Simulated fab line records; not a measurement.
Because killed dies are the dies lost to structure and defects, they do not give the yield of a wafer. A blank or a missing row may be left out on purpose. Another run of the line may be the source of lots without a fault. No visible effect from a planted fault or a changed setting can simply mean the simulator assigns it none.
The same fault as seen by 2 desks :: flow n5 finfet :: every desk sees just its own numbers, and what lay behind them comes last

## AT THE TOOL OWNER'S DESK: ald sin-04
The tool's own readings at N5_BEOL_M2_ALD_98 (deposits SiO2, target thk 2.5 nm, pulse time 1 s, co reactant pulse time 1 s): means of the sampled wafers that have a number, for each lot that ran on this tool. A lot is out of limits, marked OUT, if its mean lies more than 4 standard deviations from the usual mean; the brackets give that distance.
Columns: A = chamber pressure Torr at N5_BEOL_M2_ALD_98, usual 2.000 Torr; B = heater power w at N5_BEOL_M2_ALD_98, usual 77 W; C = precursor pulse height rel at N5_BEOL_M2_ALD_98, usual 1.000
lot: L703
first seen here: day 8 06:31
A: 2.003
B: 74
C: 0.998

lot: L704
first seen here: day 8 06:40
A: 2.000
B: 71
C: 1.013

lot: L706
first seen here: day 8 12:20
A: 2.003
B: 74
C: 0.984

lot: L707
first seen here: day 8 21:21
A: 2.002
B: 76
C: 0.991

lot: L709
first seen here: day 9 22:49
A: 2.000
B: 74
C: 0.999
Finding of this desk: none of the 5 lots has anything out of limits.

## THE METROLOGY DESK
Means of the sampled wafers that have a number, per lot and without regard to the tool the lot ran on: this is what the gauges read. A lot is out of limits, marked OUT, if its mean lies more than 4 standard deviations from the usual mean; the brackets give that distance. Shown here are 7 of its 12 readings, the ones lying furthest out on some lot.
Columns: A = trench depth nm at N5_BEOL_M2_OCD_MEAS_38, usual 55.7 nm; B = DIBL_P at N5_BEOL_M4_RC_MEAS_101, usual 36.2 mV/V; C = ION_N at N5_BEOL_M4_RC_MEAS_101, usual 679 uA/um; D = ION_P at N5_BEOL_M4_RC_MEAS_101, usual 465 uA/um; E = SS_N at N5_BEOL_M4_RC_MEAS_101, usual 71.4 mV/dec; F = SS_P at N5_BEOL_M4_RC_MEAS_101, usual 73.3 mV/dec; G = VT_P at N5_BEOL_M4_RC_MEAS_101, usual -251 mV
lot: L700
first seen here: day 7 21:49
A: 55.6
B: 33.5
C: 667
D: 460
E: 70.7
F: 73.2
G: -252

lot: L703
first seen here: day 8 05:59
A: 56.0
B: 35.0
C: 681
D: 464
E: 70.8
F: 73.1
G: -252

lot: L704
first seen here: day 8 06:10
A: 56.2
B: 37.2
C: 682
D: 468
E: 71.6
F: 74.0
G: -248

lot: L705
first seen here: day 8 08:59
A: 56.4
B: 35.1
C: 676
D: 460
E: 71.5
F: 73.6
G: -250

lot: L706
first seen here: day 8 11:21
A: 56.4
B: 40.2
C: 682
D: 452
E: 72.3
F: 74.3
G: -258

lot: L707
first seen here: day 8 21:05
A: 54.8
B: 36.6
C: 661
D: 456
E: 71.3
F: 73.2
G: -252

lot: L709
first seen here: day 9 22:33
A: 54.8
B: 35.1
C: 689
D: 472
E: 71.4
F: 72.8
G: -250

lot: L716
first seen here: day 11 04:04
A: 54.5
B: 38.8
C: 685
D: 472
E: 71.9
F: 73.4
G: -249

lot: L719
first seen here: day 12 10:23
A: 55.6
B: 37.1
C: 697
D: 467
E: 71.5
F: 74.0
G: -249

lot: L721
first seen here: day 12 17:11
A: 56.0
B: 38.2
C: 686
D: 467
E: 71.7
F: 74.0
G: -251
Finding of this desk: none of the 10 lots has anything out of limits.

## ALL TOGETHER
The tool owner's desk saw nothing out of limits.
From the metrology desk's view, nothing was out of limits.

## WHAT HAD BEEN PUT IN BY THE SIMULATOR
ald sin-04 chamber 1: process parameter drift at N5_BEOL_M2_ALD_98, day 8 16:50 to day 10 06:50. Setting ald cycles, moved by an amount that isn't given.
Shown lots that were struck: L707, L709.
